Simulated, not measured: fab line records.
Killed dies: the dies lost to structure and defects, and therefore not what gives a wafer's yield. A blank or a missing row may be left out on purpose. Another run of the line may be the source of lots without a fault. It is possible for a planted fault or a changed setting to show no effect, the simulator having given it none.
Struck lot and sound lot, side by side || flow nand-harc || 15 steps out of a route of 1159
Sound: wafers L634.2, L634.3, L634.6. Struck: wafer L640.3; the same lot's L640.5 was not struck, so it is left out; see the end for the cause.
Per side, at each step with rows, come the tool, then ch with its chambers, and then its first start. Under that, the readings that differ: sound wafers || struck wafers || difference of the means || sigmas: that difference in standard deviations of wafers without a fault.
alike: words and numbers the same on both sides, and readings whose means are apart by under 2 such deviations; not compared: readings that were withheld, readings missing a value for some wafer, numbers with overlapping values and no deviation given by the record, and bounds like >300 which may hide the same value.
The two part at a step that has a row with sigmas, a row that says differs or no value, or rows on one side only. Numbers that don't overlap but have no deviation are shown without sigmas and don't part them. A reading that every wafer of one side lacks parts them only if that side has two wafers or more.

first, 6 steps without rows for these wafers: NHARC_P_CONTACT_COAT_06 (resist thk 90 nm); NHARC_P_CONTACT_SOFTBAKE_07 (time 55 s); NHARC_P_CONTACT_EBR_08; NHARC_P_CONTACT_EXPOSE_09 (exposes mask P CA, target cd 90 nm); NHARC_P_CONTACT_PEB_10 (peb time 65 s); NHARC_P_CONTACT_DEVELOP_11 (develop time 35 s).
NHARC_P_CONTACT_CD_MEAS_12: target cd 90 nm.
  sound on cd-sem-02 ch 0, day 5 10:16; struck on cd-sem-01 ch 0, day 7 08:01
  alike: cd-nm
NHARC_P_CONTACT_OVL_MEAS_13:
  struck on overlay-01, day 7 08:06; sound on overlay-01, day 5 10:22
{"reading": "overlay-x-nm (nm)", "sound": "1.2 1.2 1.7", "struck": -0.3, "difference": -1.7, "sigmas": -2}
  alike: overlay-y-nm
NHARC_P_CONTACT_INSPECT_14:
  struck on defect-inspect-02, day 7 08:08; sound on defect-inspect-02, day 5 10:24
  alike: raw-defect-count
NHARC_P_CONTACT_DESCUM_17: chemistry O2, time 3 s.
  sound on rie-diel-01 ch 1,2, day 5 10:28; struck on rie-diel-01 ch 1, day 7 08:12
{"reading": "rf-vpp-V (V)", "sound": "57.8 56.7 56.7", "struck": 59.0, "difference": "+1.9", "sigmas": "+2"}
  alike: drypump-motor-current-A, oes-product-au, showerhead-plenum-p-Torr, throttle-valve-pct
  not compared: rf-hours-counter-h
NHARC_P_CONTACT_ETCH_35: etches the open film in CF4, target depth 39 nm, time 65 s.
  sound on rie-diel-01 ch 0,2,3, day 5 10:33; struck on rie-diel-01 ch 0, day 7 08:18
  alike: drypump-motor-current-A, oes-product-au, rf-vpp-V, run-length-s, showerhead-plenum-p-Torr, throttle-valve-pct
  not compared: rf-hours-counter-h
NHARC_P_CONTACT_ETCH_36: etches the open film in N2/H2, target depth 260 nm, time 406.25 s.
  sound: rie-diel-01 ch 1,2,3; struck: rie-diel-01 ch 1
  alike: drypump-motor-current-A, h2-flow-sccm, oes-product-au, rf-vpp-V, run-length-s, showerhead-plenum-p-Torr, throttle-valve-pct
  not compared: rf-hours-counter-h
NHARC_P_CONTACT_ETCH_18: etches the open film in C4F8/O2/Ar, target depth 481 nm, time 240.5 s.
  sound on rie-diel-01 ch 0,1,2, day 5 10:58; struck on rie-diel-01 ch 0, day 7 08:41
{"reading": "run-length-s (s)", "sound": "261.9 262.5 261.4", "struck": 204.0, "difference": -57.9, "sigmas": "-99 or more"}
  alike: oes-product-au, rf-vpp-V
  not compared: rf-hours-counter-h
then, 1 step without rows for these wafers: NHARC_P_CONTACT_STRIP_37 (strips in C4F8/O2/Ar).
-- jump in the record: it breaks off in module P_CONTACT and resumes in module END (first step shown: number 1159 of the route), and 15 days separate the struck wafers' starts before and after --
NHARC_END_SORT_01:
  at this point the record logs the struck wafers (prober-02 ch 0, day 22 00:50) and has no rows for the sound ones

== WHERE THEY PART ==
First at NHARC_P_CONTACT_OVL_MEAS_13; last, within this record, at NHARC_END_SORT_01.

WHY: what the simulator had put in
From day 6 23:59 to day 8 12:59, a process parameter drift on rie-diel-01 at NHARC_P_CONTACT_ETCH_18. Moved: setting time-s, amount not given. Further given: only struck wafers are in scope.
